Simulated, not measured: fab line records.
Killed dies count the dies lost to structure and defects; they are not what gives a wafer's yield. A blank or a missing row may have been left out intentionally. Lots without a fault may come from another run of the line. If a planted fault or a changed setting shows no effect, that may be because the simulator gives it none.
Lot-split experiment | flow n5 finfet | 21 wafers read across 7 lots, on a route 1938 steps long

## ON THE SPLIT
At N5_BEOL_M11_ETCH_41 (etches SiCN in CH3F/O2, target depth 42.6 nm, time 86 s), the setting time s was moved away from the recipe's 86 s on 5 of the 21 wafers read, by -19.8% to +11.5%. For the rest of the wafers, this setting stayed at what the recipe calls for.

The split's own step is where the reading is taken.

## THE READING
etch.depth nm (the simulator's own value, which no gauge read), in nm, at N5_BEOL_M11_ETCH_41 (etches SiCN in CH3F/O2, target depth 42.6 nm, time 86 s). The file does not state a usual value for it. The 16 wafers here that ran the recipe average 32.73 nm, standard deviation 0.8 nm.

wafer  | tool, chamber at the split | time s as run, s | against the recipe | etch.depth nm, nm | against lot-mates on the recipe
L076.1 | rie diel-06, 2             | 86               | recipe             | 32.55             | -
L076.5 | rie diel-06, 3             | 86               | recipe             | 32.46             | -
L076.6 | rie diel-06, 0             | 86               | recipe             | 31.91             | -
L080.2 | rie diel-03, 2             | 86               | recipe             | 32.96             | -
L080.4 | rie diel-03, 0             | 86               | recipe             | 33.58             | -
L080.5 | rie diel-03, 3             | 86               | recipe             | 32.71             | -
L081.2 | rie diel-06, 1             | 86               | recipe             | 32.88             | -
L081.3 | rie diel-06, 2             | 95.91            | +11.5%             | 36.3              | +2.90
L081.4 | rie diel-06, 0             | 86               | recipe             | 33.92             | -
L084.3 | rie diel-03, 1             | 72.53            | -15.7%             | 27.62             | no lot-mate on the recipe
L084.5 | rie diel-03, 1             | 72.53            | -15.7%             | 27.51             | no lot-mate on the recipe
L084.6 | rie diel-03, 3             | 72.53            | -15.7%             | 27.35             | no lot-mate on the recipe
L091.1 | rie diel-06, 3             | 86               | recipe             | 32.28             | -
L091.4 | rie diel-06, 0             | 86               | recipe             | 33.72             | -
L091.5 | rie diel-06, 1             | 86               | recipe             | 32.79             | -
L094.1 | rie diel-06, 1             | 86               | recipe             | 33.14             | -
L094.2 | rie diel-06, 3             | 69.01            | -19.8%             | 25.93             | -7.34
L094.5 | rie diel-06, 2             | 86               | recipe             | 33.4              | -
L093.3 | rie diel-04, 0             | 86               | recipe             | 32.43             | -
L093.5 | rie diel-04, 1             | 86               | recipe             | 30.45             | -
L093.6 | rie diel-04, 0             | 86               | recipe             | 32.42             | -

FIT RESULTS
A straight line over all 21 wafers: etch.depth nm changes by +0.334 nm for each +1% of time s; r = +0.96; the points scatter about the line by 0.74 nm.
The same after taking each lot's own level away (the mean of its wafers on the recipe; 18 wafers): +0.34 nm for each +1%; r = +0.95; scatter 0.62 nm.
Per that fit: largest time s move, reading shift of 6.7 nm.
Across the lots, their own levels run from 31.767 to 33.400 nm, a range of 2.0 times the standard deviation given above.
The two slopes agree, so the slope changes little with the lot-to-lot level.
Check: -4.97 nm against its lot-mates is what the line predicts for one of the wafers moved furthest among these (-19.8%) when that wafer is left out of the fit. Against them it came out at -7.34 nm.

## THESE WAFERS: OTHER SPLITS
Other splits were also applied to these wafers ahead of the reading. Each is held against what the fit with the lots' levels taken away leaves over:
other split on the same wafers | wafers away from the commonest value | r with etch.depth nm (lot level and that fit taken away)
N5_BEOL_M10_EXPOSE_25 dose mj  | 8                                    | -0.06

## THE FILE'S OWN FIT
etch.depth nm changes by +0.341 nm for each +1% of time s, r = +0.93.
